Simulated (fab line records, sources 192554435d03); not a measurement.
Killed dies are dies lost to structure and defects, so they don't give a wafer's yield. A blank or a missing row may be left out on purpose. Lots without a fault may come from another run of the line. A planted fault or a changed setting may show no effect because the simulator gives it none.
Which tool did it? | flow n5_finfet | 24 lots, 72 wafers sampled, at 3 steps of a route of 1938

WHAT THE GAUGES READ, wafer by wafer
N5_BEOL_M4_CD_MEAS_35: target cd 18 nm, target cd y 22.4 nm.
lot  | measured     | on        | cd_nm (nm)
L074 | day 9 13:47  | cd_sem-03 | 17.3 17.9 17.5
L076 | day 10 04:13 | cd_sem-02 | 18.1 18.3 18.3
L077 | day 10 19:05 | cd_sem-03 | 18.1 17.7 18.4
L075 | day 10 22:07 | cd_sem-02 | 17.7 17.5 18.2
L078 | day 10 22:20 | cd_sem-01 | 18.0 18.2 17.6
L079 | day 11 04:04 | cd_sem-03 | 18.2 18.0 17.9
L080 | day 11 16:29 | cd_sem-03 | 17.4 17.4 17.8
L081 | day 12 01:42 | cd_sem-01 | 18.0 17.8 17.9
L082 | day 12 04:46 | cd_sem-03 | 18.0 18.3 18.2
L083 | day 12 08:53 | cd_sem-01 | 17.7 18.0 17.8
L084 | day 12 08:55 | cd_sem-03 | 17.8 17.5 18.2
L085 | day 12 18:53 | cd_sem-01 | 18.5 17.7 17.7
L087 | day 12 18:58 | cd_sem-02 | 18.0 17.8 17.6
L086 | day 13 15:41 | cd_sem-02 | 17.7 17.7 18.1
L090 | day 13 21:09 | cd_sem-03 | 18.0 18.1 18.0
L089 | day 13 21:11 | cd_sem-03 | 17.9 18.4 18.3
L088 | day 14 00:47 | cd_sem-02 | 17.9 16.9 17.6
L092 | day 14 11:35 | cd_sem-02 | 17.7 17.2 17.6
L091 | day 14 11:41 | cd_sem-01 | 17.4 17.4 18.2
L093 | day 14 19:37 | cd_sem-03 | 17.9 18.0 17.2
L094 | day 14 22:35 | cd_sem-01 | 18.1 17.7 18.1
L095 | day 15 03:57 | cd_sem-02 | 18.0 17.9 18.0
L096 | day 15 07:16 | cd_sem-02 | 18.3 17.7 18.2
L097 | day 15 07:25 | cd_sem-03 | 18.1 17.7 17.7

N5_BEOL_M5_OVL_MEAS_12.
lot  | measured     | on         | M5_OVL (nm)
L074 | day 9 20:16  | overlay-02 | 1.0 1.5 0.6
L076 | day 10 11:31 | overlay-01 | 0.3 -0.2 0.1
L077 | day 11 01:59 | overlay-02 | 0.1 0.8 0.1
L075 | day 11 04:55 | overlay-01 | 0.5 0.7 0.8
L078 | day 11 07:51 | overlay-02 | 1.0 1.0 2.0
L079 | day 11 10:37 | overlay-01 | 0.8 0.5 -0.7
L080 | day 12 00:35 | overlay-01 | 0.2 -0.2 1.1
L081 | day 12 08:36 | overlay-01 | -0.3 1.3 1.0
L082 | day 12 12:49 | overlay-01 | 0.5 0.9 0.1
L083 | day 12 17:09 | overlay-01 | 0.2 0.3 0.5
L084 | day 12 16:58 | overlay-02 | 2.2 0.0 1.2
L085 | day 13 02:57 | overlay-02 | -0.2 0.6 -0.6
L087 | day 13 03:12 | overlay-01 | 1.7 0.5 0.9
L086 | day 13 22:33 | overlay-01 | 1.0 0.1 1.1
L090 | day 14 03:57 | overlay-01 | 0.5 -0.8 1.2
L089 | day 14 04:35 | overlay-02 | 0.1 -0.2 0.9
L088 | day 14 09:46 | overlay-02 | 1.5 0.4 1.2
L092 | day 14 19:06 | overlay-01 | 1.1 0.2 0.7
L091 | day 14 19:11 | overlay-02 | 0.2 -0.3 -1.2
L093 | day 15 02:39 | overlay-02 | -0.6 -1.0 -0.8
L094 | day 15 07:07 | overlay-01 | 0.9 0.0 0.9
L095 | day 15 12:11 | overlay-01 | 0.4 -0.2 0.3
L096 | day 15 14:11 | overlay-02 | -1.6 -1.5 -0.6
L097 | day 15 16:14 | overlay-02 | -0.1 -0.6 -0.3

WHICH TOOL RAN EACH LOT (tool, then ch and the chambers of the sampled wafers, then the start)
lot  | N5_BEOL_M4_STRIP_97
L074 | rie_diel-01 ch 0,3, day 9 13:47 or earlier
L076 | rie_diel-03 ch 0,1, day 10 04:13 or earlier
L077 | rie_diel-03 ch 0,2,3, day 10 19:05 or earlier
L075 | rie_diel-04 ch 1,2, day 10 22:07 or earlier
L078 | rie_diel-01 ch 1,3, day 10 22:20 or earlier
L079 | rie_diel-01 ch 2,3, day 11 04:04 or earlier
L080 | rie_diel-04 ch 1,3, day 11 16:29 or earlier
L081 | rie_diel-03 ch 1,2,3, day 12 01:42 or earlier
L082 | rie_diel-03 ch 0,1,3, day 12 04:46 or earlier
L083 | rie_diel-04 ch 0,2, day 12 08:53 or earlier
L084 | rie_diel-03 ch 0,1,3, day 12 08:55 or earlier
L085 | rie_diel-04 ch 1,2,3, day 12 18:53 or earlier
L087 | rie_diel-01 ch 0,2,3, day 12 18:58 or earlier
L086 | rie_diel-01 ch 1,2,3, day 13 15:41 or earlier
L090 | rie_diel-01 ch 1,3, day 13 21:09 or earlier
L089 | rie_diel-03 ch 1,2, day 13 21:11 or earlier
L088 | rie_diel-01 ch 0,3, day 14 00:47 or earlier
L092 | rie_diel-01 ch 0,1,2, day 14 11:35 or earlier
L091 | rie_diel-03 ch 1,2, day 14 11:41 or earlier
L093 | rie_diel-01 ch 0,1,2, day 14 19:37 or earlier
L094 | rie_diel-03 ch 0,2, day 14 22:35 or earlier
L095 | rie_diel-04 ch 0,1, day 15 03:57 or earlier
L096 | rie_diel-03 ch 0,1,2, day 15 07:16 or earlier
L097 | rie_diel-04 ch 0,3, day 15 07:25 or earlier
- N5_BEOL_M4_STRIP_97: strips in N2/H2, time 10 s.

WHAT THE TOOLS THEMSELVES READ (means of the sampled wafers that have a number; where no wafer has one, the mark that the record gives instead)
N5_BEOL_M4_STRIP_97.
lot  | tool        | drypump_motor_current_A (A) | oes_product_au (a.u.) | rf_vpp_V (V) | showerhead_plenum_p_Torr (Torr) | throttle_valve_pct (%)
L074 | rie_diel-01 | 6.2                         | 0.78                  | 60.2         | 2.56                            | 23.6
L076 | rie_diel-03 | 5.5                         | 0.76                  | 59.5         | 2.48                            | 23.6
L077 | rie_diel-03 | 5.8                         | 0.71                  | 58.5         | 2.49                            | 23.7
L075 | rie_diel-04 | 5.9                         | 0.77                  | 58.9         | 2.47                            | 23.8
L078 | rie_diel-01 | 5.8                         | 0.89                  | 57.6         | 2.47                            | 23.4
L079 | rie_diel-01 | 6.2                         | 0.84                  | 59.7         | 2.44                            | 23.4
L080 | rie_diel-04 | 6.0                         | 0.91                  | 60.3         | 2.63                            | 23.3
L081 | rie_diel-03 | 5.7                         | 0.78                  | 59.0         | 2.55                            | 23.5
L082 | rie_diel-03 | 5.8                         | 0.86                  | 59.6         | 2.65                            | 23.6
L083 | rie_diel-04 | 5.9                         | 0.70                  | 59.7         | 2.49                            | 24.1
L084 | rie_diel-03 | 5.8                         | 0.85                  | 59.8         | 2.65                            | 23.6
L085 | rie_diel-04 | 5.7                         | 0.83                  | 59.5         | 2.56                            | 23.5
L087 | rie_diel-01 | 6.3                         | 0.76                  | 58.3         | 2.49                            | 23.7
L086 | rie_diel-01 | 6.1                         | 0.81                  | 58.4         | 2.44                            | 23.6
L090 | rie_diel-01 | 5.9                         | 0.85                  | 58.5         | 2.46                            | 23.4
L089 | rie_diel-03 | 5.2                         | 0.82                  | 58.4         | 2.53                            | 23.3
L088 | rie_diel-01 | 6.1                         | 0.80                  | 59.2         | 2.49                            | 23.3
L092 | rie_diel-01 | 6.3                         | 0.74                  | 57.9         | 2.49                            | 23.9
L091 | rie_diel-03 | 5.2                         | 0.82                  | 59.8         | 2.53                            | 23.3
L093 | rie_diel-01 | 6.3                         | 0.74                  | 58.8         | 2.49                            | 23.9
L094 | rie_diel-03 | 5.4                         | 0.78                  | 58.8         | 2.52                            | 23.4
L095 | rie_diel-04 | 6.1                         | 0.74                  | 58.9         | 2.54                            | 24.0
L096 | rie_diel-03 | 5.4                         | 0.83                  | 59.0         | 2.58                            | 23.4
L097 | rie_diel-04 | 5.7                         | 0.75                  | 59.4         | 2.58                            | 23.8

THE ANSWER, worked out from the rows above alone
Rule: what is usual is taken from the lots themselves. Put in order of their means at a reading, lots are off if they are a third of the lots or fewer, leave a main group of 4 or more, and stand apart from it by a gap of 3 or more times the standard deviation of the main group's means; of several such gaps the widest counts. A main group whose means are all the same, to the digits that the tables above print for the reading, isn't used. A lot without any number at a reading at which 4 lots or more have one is off too. The other lots that the step has rows for count as sound. The gauges are gone through in route order, then the tools' own readings, and for those a lot's mean is taken as printed above. The first step at which some lot is off is used, and at that step the reading that is off furthest; a lot without a number counts as furthest.
No lot is off at any reading shown: from this, nothing can be told.

WHAT THE SIMULATOR HAD PUT IN
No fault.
